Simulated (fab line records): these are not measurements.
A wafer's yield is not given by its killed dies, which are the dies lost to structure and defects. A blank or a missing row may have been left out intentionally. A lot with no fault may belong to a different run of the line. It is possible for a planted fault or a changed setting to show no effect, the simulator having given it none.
fab line records | flow n5Finfet
[record] lots = 9 wafers = 26 lastDay = 16
route steps=1938 shown FIN_CUT@173 STI_FIN_REVEAL@198 BEOL_M4@1111
lots untouched by any fault: they come from a run of this same line in which no faults occurred
startH: start of the lot's first displayed wafer, in hours after the record's first day | waitH: hours since the lot's step before | " the same as in the row above | L1.1+2: a row that stands for several wafers | - no value, or no start was given | * or withheld: withheld | < > ~ a bound
route shown NAME@n: NAME is a module with steps in the file, n the number in the route of the first one | usual: mean/standard deviation of fault-free wafers | same: alike in all rows | chamber/n: place in a boat | sites: readings site by site | _std_site: the standard deviation of these | _edge_site: mean of outer sites minus mean of inner sites | radiusMm: how far each site lies from the wafer's centre | mask NAME#n: copy n | behind: tool/chamber where the wafer was last shaped | hold: the reason the lot was held/the length of the hold in hours/how it ended | device: the n, p or np transistor that did not switch | end of line: the same wafers' tests at the end of the route | a step given without rows: its recipe and nothing more | killed: the dies lost at the first sort to structure and to defects; this is not the yield of the wafer | map: the dies of a wafer, with x for killed, . for not killed, _ for no die there
set.NAME: the setting that was run; set.NAME@STEP: the one run at that earlier step | model.NAME: the simulator's own value behind a step, which no gauge read
one table for each step of the route and one row for each wafer, over a sample of lots
services: when a tool's chamber went out of use (startH, in hours from the record's first day, below 0 if earlier), for how many hours, and the reason
[[steps]]
[step N5_FIN_CUT_CUT_ETCH_26]
[recipe] chemistry = CH3F/O2 target = SiNx targetDepthA = 390 maskMaterial = SOC timeS = 55.7 pressureMtorr = 30 sourceW = 395 biasW = 73 Ar_flow_sccm = 150 CH3F_flow_sccm = 30 O2_flow_sccm = 20 ionEnergyEv = 120
[usual] drypumpMotorCurrentA = 5.7/0.39 oesProductAu = 0.77/0.082 rfVppV = 295/3.9 showerheadPlenumPTorr = 2.01/0.06 throttleValvePct = 16.35/0.24
// columns lot.wafer tool chamber startH waitH drypumpMotorCurrentA oesProductAu rfHoursCounterH rfVppV showerheadPlenumPTorr throttleValvePct
L941.3 rieDiel-01 0 39.60 0.0 5.4 0.85 43 298 2.04 16.52
L941.4 " 2 " " 5.6 0.76 - 295 2.01 16.12
L941.5 " 3 " " 5.9 0.86 - 293 2.11 16.17
L944.3 rieDiel-01 0 57.76 0.0 5.4 0.85 50 300 2.03 16.54
L944.4 " 1 " " 6.4 0.99 0 301 1.98 16.14
L944.6 " 0 " " 5.4 0.85 - 299 2.04 16.53
L945.1 rieDiel-02 3 65.06 0.0 6.4 0.70 188 291 1.98 16.39
L945.4 " 1 " " 5.2 0.80 125 289 1.93 16.03
L945.5 " 3 " " 6.4 0.69 - 290 1.98 16.37
L949.1 rieDiel-06 0 87.41 0.0 5.9 0.70 223 292 1.97 16.43
L949.3 " 2 " " 5.2 0.73 161 298 2.09 16.61
L949.6 " 2 " " 5.2 0.75 - 298 2.09 16.61
L951.4 rieDiel-06 3 100.52 0.0 5.5 0.96 9 299 2.05 16.05
L951.5 " 1 " " 5.4 0.69 - 301 1.98 16.34
L952.2 rieDiel-06 3 105.54 0.0 5.5 0.94 11 296 2.05 16.06
L952.5 " 2 " " 5.2 0.73 - 298 2.09 16.63
L952.6 " 3 " " 5.5 0.95 - 297 2.05 16.06
L954.3 rieDiel-06 2 117.79 0.0 5.2 0.73 171 299 2.09 16.62
L954.4 " 3 " " 5.5 0.94 15 297 2.04 16.04
L954.6 " 1 " " 5.5 0.69 - 300 1.98 16.33
L955.2 rieDiel-02 1 127.44 0.0 5.2 0.76 143 288 1.92 16.07
L955.4 " 3 " " 6.4 0.67 206 291 1.98 16.42
L955.6 " 2 " " 5.8 0.73 - 295 2.06 16.39
L958.1 rieDiel-01 3 141.26 0.0 5.9 0.84 93 294 2.10 16.23
L958.2 " 0 " " 5.3 0.81 75 299 2.03 16.60
L958.5 " 2 " " 5.6 0.73 - 295 2.00 16.17
[step N5_FIN_CUT_CUT_ETCH_27]
[recipe] chemistry = CHF3/O2 target = SiO2 targetDepthA = 40 maskMaterial = SOC overetchA = 20 timeS = 4.9 pressureMtorr = 30 sourceW = 650 biasW = 170 Ar_flow_sccm = 200 CHF3_flow_sccm = 50 O2_flow_sccm = 5 ionEnergyEv = 200
[usual] drypumpMotorCurrentA = 5.7/0.39 oesProductAu = 0.61/0.061 rfVppV = 520/7 showerheadPlenumPTorr = 2.42/0.07 throttleValvePct = 18.82/0.25
// columns lot.wafer tool chamber startH waitH drypumpMotorCurrentA oesProductAu rfHoursCounterH rfVppV showerheadPlenumPTorr throttleValvePct
L941.3 rieDiel-01 0 39.64 0.0 5.4 0.67 43 527 2.45 19.00
L941.4 " 2 " " 5.6 0.60 - 521 2.42 18.57
L941.5 " 3 " " 5.9 0.70 - 519 2.53 18.63
L944.3 rieDiel-01 0 57.80 0.0 5.4 0.66 50 527 2.45 19.03
L944.4 " 1 " " 6.4 0.79 0 532 2.38 18.66
L944.6 " 0 " " 5.4 0.66 - 529 2.45 19.03
L945.1 rieDiel-02 3 65.11 0.0 6.4 0.55 188 510 2.39 18.83
L945.4 " 1 " " 5.1 0.63 125 508 2.32 18.45
L945.5 " 3 " " 6.4 0.56 - 510 2.39 18.84
L949.1 rieDiel-06 0 87.45 0.0 5.9 0.57 223 517 2.38 18.88
L949.3 " 2 " " 5.2 0.58 161 528 2.52 19.08
L949.6 " 2 " " 5.2 0.58 - 527 2.52 19.09
L951.4 rieDiel-06 3 100.56 0.0 5.5 0.74 9 524 2.46 18.54
L951.5 " 1 " " 5.5 0.54 - 531 2.39 18.78
L952.2 rieDiel-06 3 105.58 0.0 5.5 0.74 11 523 2.46 18.54
L952.5 " 2 " " 5.2 0.58 - 525 2.52 19.10
L952.6 " 3 " " 5.5 0.73 - 523 2.46 18.55
L954.3 rieDiel-06 2 117.83 0.0 5.2 0.57 171 528 2.51 19.12
L954.4 " 3 " " 5.5 0.72 15 523 2.46 18.55
L954.6 " 1 " " 5.5 0.54 - 530 2.39 18.79
L955.2 rieDiel-02 1 127.48 0.0 5.2 0.60 143 508 2.32 18.46
L955.4 " 3 " " 6.4 0.54 206 509 2.38 18.86
L955.6 " 2 " " 5.8 0.58 - 518 2.48 18.83
L958.1 rieDiel-01 3 141.31 0.0 5.9 0.66 93 521 2.52 18.69
L958.2 " 0 " " 5.4 0.64 75 527 2.44 19.08
L958.5 " 2 " " 5.6 0.59 - 521 2.41 18.62
[step N5_FIN_CUT_STRIP_22]
[recipe] chemistry = N2/H2 powerW = 500 tempC = 40 pressureMtorr = 50 rfFrequencyHz = 6e+07 overashFraction = 0.3 biasPowerW = 8 h2Frac = 0.5 n2FlowSccm = 300 h2FlowSccm = 300
[usual] drypumpMotorCurrentA = 5.7/0.4 oesProductAu = 0.76/0.076 rfVppV = 54.2/2 showerheadPlenumPTorr = 3.36/0.11 throttleValvePct = 18.96/0.26
// columns lot.wafer tool chamber startH waitH drypumpMotorCurrentA oesProductAu rfHoursCounterH rfVppV showerheadPlenumPTorr throttleValvePct
L941.3 rieDiel-06 3 39.97 0.1 5.6 0.69 249 54.6 3.41 19.04
L941.4 " 2 " " 5.2 0.75 146 56.6 3.51 19.12
L941.5 " 0 " " 5.9 0.71 - 53.0 3.31 19.46
L944.3 rieDiel-02 3 58.07 0.0 6.4 0.70 185 52.4 3.32 18.86
L944.4 " 2 " " 5.8 0.75 153 54.7 3.51 19.15
L944.6 " 2 " " 5.8 0.75 - 55.3 3.51 19.16
L945.1 rieDiel-02 2 65.53 0.2 5.8 0.75 156 51.6 3.51 19.09
L945.4 " 1 " " 5.2 0.80 125 55.4 3.25 18.69
L945.5 " 2 " " 5.8 0.74 - 55.9 3.51 19.14
L949.1 rieDiel-02 2 87.72 0.0 5.8 0.74 163 54.0 3.50 19.19
L949.3 " 0 " " 6.0 0.70 203 50.3 3.18 19.09
L949.6 " 1 " " 5.2 0.80 - 50.3 3.25 18.73
L951.4 rieDiel-02 1 100.83 0.0 5.2 0.79 135 58.1 3.25 18.69
L951.5 " 0 " " 5.9 0.70 - 56.4 3.18 19.08
L952.2 rieDiel-02 1 105.93 0.1 5.2 0.79 137 54.9 3.25 18.70
L952.5 " 1 " " 5.2 0.78 - 52.0 3.24 18.70
L952.6 " 2 " " 5.8 0.74 - 54.5 3.50 19.17
L954.3 rieDiel-06 3 118.10 0.0 5.5 0.94 15 52.2 3.40 18.66
L954.4 " 2 " " 5.2 0.71 171 53.8 3.50 19.14
L954.6 " 1 " " 5.5 0.67 - 53.0 3.34 18.99
L955.2 rieDiel-02 3 127.75 0.0 6.5 0.71 206 59.4 3.31 18.89
L955.4 " 1 " " 5.2 0.78 143 55.7 3.24 18.69
L955.6 " 0 " " 5.9 0.69 - 53.8 3.18 19.10
L958.1 rieDiel-01 2 141.58 0.0 5.6 0.72 172 52.4 3.36 19.29
L958.2 " 1 " " 6.4 0.91 24 54.0 3.29 18.66
L958.5 " 1 " " 6.5 0.90 - 54.6 3.29 18.67
[step N5_STI_FIN_REVEAL_PRECLEAN_17]
[recipe] chemistry = NF3:NH3 afsCycles = 1 tempC = 30 timeS = 20 sublimationTempC = 180 sublimationTimeS = 60 pressureTorr = 3 rfPowerW = 30
[usual] timeS = 20/0
// columns lot.wafer tool chamber startH waitH timeS
L941.3 remotePlasma-02 1 48.62 0.1 20
L941.4 " 1 " " 20
L941.5 " 1 " " 20
L944.3 remotePlasma-02 0 67.56 0.1 20
L944.4 " 0 " " 20
L944.6 " 0 " " 20
L945.1 remotePlasma-02 0 73.48 0.0 20
L945.4 " 0 " " 20
L945.5 " 0 " " 20
L949.1 remotePlasma-02 1 95.76 0.0 20
L949.3 " 1 " " 20
L949.6 " 1 " " 20
L951.4 remotePlasma-02 0 109.78 0.1 21.121
L951.5 " 0 " " 20
L952.2 remotePlasma-02 1 115.78 0.1 20
L952.5 " 1 " " 20
L952.6 " 1 " " 21.121
L954.3 remotePlasma-02 0 126.75 0.1 20
L954.4 " 0 " " 21.121
L954.6 " 0 " " 21.121
L955.2 remotePlasma-01 0 135.75 0.1 20
L955.4 " 0 " " 20
L955.6 " 0 " " 20
L958.1 remotePlasma-01 1 149.55 0.0 20
L958.2 " 1 " " 20
L958.5 " 1 " " 20
[step N5_BEOL_M4_RC_MEAS_101]
[usual] DIBL_N = 36.5/1.8 DIBL_P = 36.5/2.1 IOFF_N = 0.17/0.031 IOFF_P = 0.22/0.036 ION_N = 677/11 ION_P = 463/8 SS_N = 71.6/0.61 SS_P = 73.3/0.63 VT_N = 249/3.1 VT_P = -250/3.3
// columns lot.wafer tool chamber startH waitH DIBL_N[mV/V] DIBL_P[mV/V] IOFF_N[nA/um] IOFF_P[nA/um] ION_N[uA/um] ION_P[uA/um] SS_N[mV/dec] SS_P[mV/dec] VT_N[mV] VT_P[mV]
L941.3 prober-01 0 180.90 0.3 34.9 36.3 0.16 0.17 684 455 71.6 73.8 249 -252
L941.4 " 0 " " 37.1 39.6 0.19 0.23 679 464 71.9 74.0 246 -251
L941.5 " 0 " " 34.9 36.8 0.16 0.18 673 457 71.8 72.7 249 -255
L944.3 prober-01 0 202.24 0.3 38.5 38.5 0.21 0.26 694 476 72.0 73.7 242 -245
L944.4 " 0 " " 34.7 34.7 0.14 0.20 681 468 71.0 72.8 250 -248
L944.6 " 0 " " 36.1 35.5 0.15 0.20 679 469 71.7 73.1 250 -249
L945.1 prober-02 0 212.25 0.0 35.0 35.6 0.13 0.19 667 465 70.8 73.1 249 -251
L945.4 " 0 " " 35.7 36.2 0.15 0.20 678 467 71.3 73.9 249 -253
L945.5 " 0 " " 33.9 34.9 0.13 0.18 675 463 70.9 72.5 251 -251
L949.1 prober-01 0 236.67 0.0 36.4 35.0 0.18 0.20 679 454 71.9 72.7 246 -252
L949.3 " 0 " " 38.2 36.7 0.20 0.22 675 452 72.8 73.5 248 -250
L949.6 " 0 " " 37.4 35.6 0.20 0.21 672 452 71.6 73.1 246 -252
L951.4 prober-01 0 243.87 0.5 37.5 35.8 0.19 0.24 666 455 72.6 73.5 248 -249
L951.5 " 0 " " 34.3 33.2 0.14 0.20 667 457 71.6 72.9 250 -249
L952.2 prober-02 0 247.60 0.2 38.1 37.8 0.17 0.20 675 452 72.2 73.4 251 -251
L952.5 " 0 " " 38.4 38.9 0.19 0.23 684 464 72.9 74.0 248 -251
L952.6 " 0 " " 34.4 34.7 0.12 0.16 673 463 71.4 73.6 252 -255
L954.3 prober-01 0 265.26 0.3 38.7 39.2 0.20 0.24 682 463 71.7 74.4 247 -250
L954.4 " 0 " " 36.4 36.5 0.16 0.19 672 459 71.3 73.7 250 -252
L954.6 " 0 " " 37.7 38.0 0.18 0.21 693 463 71.4 73.2 250 -254
L955.2 prober-01 0 271.61 0.2 36.3 36.7 0.15 0.20 667 456 71.2 72.9 251 -250
L955.4 " 0 " " 35.7 34.7 0.13 0.17 663 460 70.9 72.3 252 -252
L955.6 " 0 " " 38.1 38.7 0.18 0.23 690 463 71.9 73.2 249 -249
L958.1 prober-02 0 274.38 0.0 37.5 38.0 0.20 0.29 688 475 72.0 73.8 246 -242
L958.2 " 0 " " 36.0 36.8 0.18 0.27 694 482 71.0 73.5 246 -243
L958.5 " 0 " " 36.7 37.7 0.19 0.30 692 478 71.7 73.9 248 -241
[[services]]
// columns tool chamber startH hours kind
rieDiel-01 1 25.15 - clean
rieDiel-01 1 25.15 - consumableReplace:focusRing
rieDiel-01 1 25.15 31.0 scheduledDown
rieDiel-01 1 25.15 31.0 ventCycle
rieDiel-02 1 30.25 1.6 repair
rieDiel-02 0 35.62 16.3 repair
rieDiel-06 3 43.55 - clean
rieDiel-06 3 43.55 - consumableReplace:focusRing
rieDiel-06 3 43.55 21.8 scheduledDown
rieDiel-06 3 43.55 21.8 ventCycle
remotePlasma-02 - 102.21 0.5 repair
rieDiel-01 1 107.72 3.6 repair
[[key]]
[firstSign] step = N5_STI_FIN_REVEAL_PRECLEAN_17 reading = timeS direction = up sigmas = 99+ usual = * struck = *
effect none on later readings
metAt N5_STI_FIN_REVEAL_PRECLEAN_17
struckLots L951,L952,L954
struckWafers L951.4,L952.6,L954.4,L954.6
notActingAt N5_FIN_CUT_CUT_ETCH_26,N5_FIN_CUT_CUT_ETCH_27,N5_FIN_CUT_STRIP_22
onsetBetween 95.76 109.78
[fault] kind = processParameterDrift tool = remotePlasma-02 chamber = - onsetH = 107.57 steps = N5_STI_FIN_REVEAL_PRECLEAN_17 channel = timeS offset = * shape = step endH = 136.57 scope = struckWafersOnly actsIn = * stated = *
